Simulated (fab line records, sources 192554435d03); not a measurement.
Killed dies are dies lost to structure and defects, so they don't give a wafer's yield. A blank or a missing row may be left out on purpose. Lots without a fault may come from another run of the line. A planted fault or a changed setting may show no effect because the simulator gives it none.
Tool commonality check | flow n5_finfet | 8 lots, 24 wafers sampled

WHY IT WAS OPENED
At N5_SD_EPI_N_CD_MEAS_09 the reading cd_nm is flagged on 2 of 8 lots. Wafers without a fault read 120.0 nm, standard deviation 0.61.
Rule: a lot is flagged when every wafer of it that has a number lies more than 4 standard deviations from that mean, or none has a number. The other lots count as sound.

lot  | measured    | on        | cd_nm (nm), wafer by wafer | flag
L950 | day 3 13:31 | cd_sem-01 | 118.3 118.9 118.8          |
L953 | day 4 06:26 | cd_sem-01 | 120.0 119.9 120.2          |
L958 | day 5 15:55 | cd_sem-02 | 113.2 112.5 112.8          | FLAGGED
L959 | day 5 21:18 | cd_sem-01 | 113.5 113.4 114.1          | FLAGGED
L962 | day 6 12:42 | cd_sem-01 | 120.4 120.1 119.6          |
L963 | day 6 20:08 | cd_sem-02 | 119.6 119.8 119.3          |
L965 | day 7 07:42 | cd_sem-02 | 119.8 120.0 120.1          |
L968 | day 8 01:10 | cd_sem-02 | 119.9 119.9 119.5          |
The numbers of the flagged lots are 113.2 nm on average: -6.8 nm against the usual, or -11 standard deviations.

WHICH TOOL RAN EACH LOT
The record holds 3 process steps before the reading, out of a route of 1938 steps. In each cell: the tool, then ch and the chambers that the sampled wafers went through, then the start.
lot  | flag    | N5_DUMMY_GATE_TRIM_49           | N5_DUMMY_GATE_HM_OPEN_21          | N5_SD_EPI_N_EXPOSE_06
L950 |         | rie_si-03 ch 0,1,2, day 3 11:34 | rie_diel-03 ch 0,1,2, day 3 11:52 | arfi_scanner-03 ch 0, day 3 13:23
L953 |         | rie_si-02 ch 0,1,3, day 4 03:31 | rie_diel-02 ch 2,3, day 4 03:57   | arfi_scanner-01 ch 0, day 4 06:19
L958 | FLAGGED | rie_si-03 ch 0,1,2, day 5 13:51 | rie_diel-04 ch 1,2,3, day 5 14:16 | arfi_scanner-01 ch 0, day 5 15:47
L959 | FLAGGED | rie_si-03 ch 1,2,3, day 5 19:29 | rie_diel-02 ch 1,3, day 5 19:46   | arfi_scanner-01 ch 0, day 5 21:10
L962 |         | rie_si-04 ch 1,2, day 6 10:34   | rie_diel-02 ch 0,3, day 6 11:00   | arfi_scanner-03 ch 0, day 6 12:35
L963 |         | rie_si-02 ch 0,3, day 6 17:56   | rie_diel-02 ch 0,2,3, day 6 18:14 | arfi_scanner-02 ch 0, day 6 20:01
L965 |         | rie_si-02 ch 2,3, day 7 04:17   | rie_diel-04 ch 0,1, day 7 04:34   | arfi_scanner-03 ch 0, day 7 07:35
L968 |         | rie_si-02 ch 0,3, day 7 22:58   | rie_diel-03 ch 0,3, day 7 23:16   | arfi_scanner-02 ch 0, day 8 01:03
What these steps do:
- N5_DUMMY_GATE_TRIM_49: chemistry O2, time 29 s, target cd 14 nm.
- N5_DUMMY_GATE_HM_OPEN_21: chemistry CH3F/O2, target SiNx, target depth 120 nm, time 171.4 s.
- N5_SD_EPI_N_EXPOSE_06: exposes mask SD N BLK, target cd 120 nm.
- N5_SD_EPI_N_CD_MEAS_09: target cd 120 nm.

FLAGGED OVER TOTAL, TOOL BY TOOL (the gauges that took the reading come last)
step                     | tool            | lots run | flagged | share of the flagged lots | sound lots run after its first flagged lot
N5_DUMMY_GATE_TRIM_49    | rie_si-02       | 4        | 0       | none                      | -
N5_DUMMY_GATE_TRIM_49    | rie_si-03       | 3        | 2       | all                       | 0
N5_DUMMY_GATE_TRIM_49    | rie_si-04       | 1        | 0       | none                      | -
N5_DUMMY_GATE_HM_OPEN_21 | rie_diel-02     | 4        | 1       | some                      | 2 (L962,L963)
N5_DUMMY_GATE_HM_OPEN_21 | rie_diel-03     | 2        | 0       | none                      | -
N5_DUMMY_GATE_HM_OPEN_21 | rie_diel-04     | 2        | 1       | some                      | 1 (L965)
N5_SD_EPI_N_EXPOSE_06    | arfi_scanner-01 | 3        | 2       | all                       | 0
N5_SD_EPI_N_EXPOSE_06    | arfi_scanner-02 | 2        | 0       | none                      | -
N5_SD_EPI_N_EXPOSE_06    | arfi_scanner-03 | 3        | 0       | none                      | -
N5_SD_EPI_N_CD_MEAS_09   | cd_sem-01       | 4        | 1       | some                      | 1 (L962)
N5_SD_EPI_N_CD_MEAS_09   | cd_sem-02       | 4        | 1       | some                      | 3 (L963,L965,L968)

WHAT THE TABLE ALLOWS
2 rows of the table ran every flagged lot: rie_si-03 at N5_DUMMY_GATE_TRIM_49, arfi_scanner-01 at N5_SD_EPI_N_EXPOSE_06.
- rie_si-03 at N5_DUMMY_GATE_TRIM_49: 2 of its 3 lots flagged. Its last sound lot is L950 (day 3 11:34), its first flagged lot L958 (day 5 13:51): a fault that began between those two fits.
- arfi_scanner-01 at N5_SD_EPI_N_EXPOSE_06: 2 of its 3 lots flagged. Its last sound lot is L953 (day 4 06:19), its first flagged lot L958 (day 5 15:47): a fault that began between those two fits. Its own readings lie more than 4 standard deviations out on every wafer of the flagged lots: exposure_dose_mJ_cm2.
Counting lots can't tell these 2 tools apart, because each fits a fault that began at some hour. More lots, or a look at what each step does to the wafer, might.

WHAT THE SIMULATOR HAD PUT IN
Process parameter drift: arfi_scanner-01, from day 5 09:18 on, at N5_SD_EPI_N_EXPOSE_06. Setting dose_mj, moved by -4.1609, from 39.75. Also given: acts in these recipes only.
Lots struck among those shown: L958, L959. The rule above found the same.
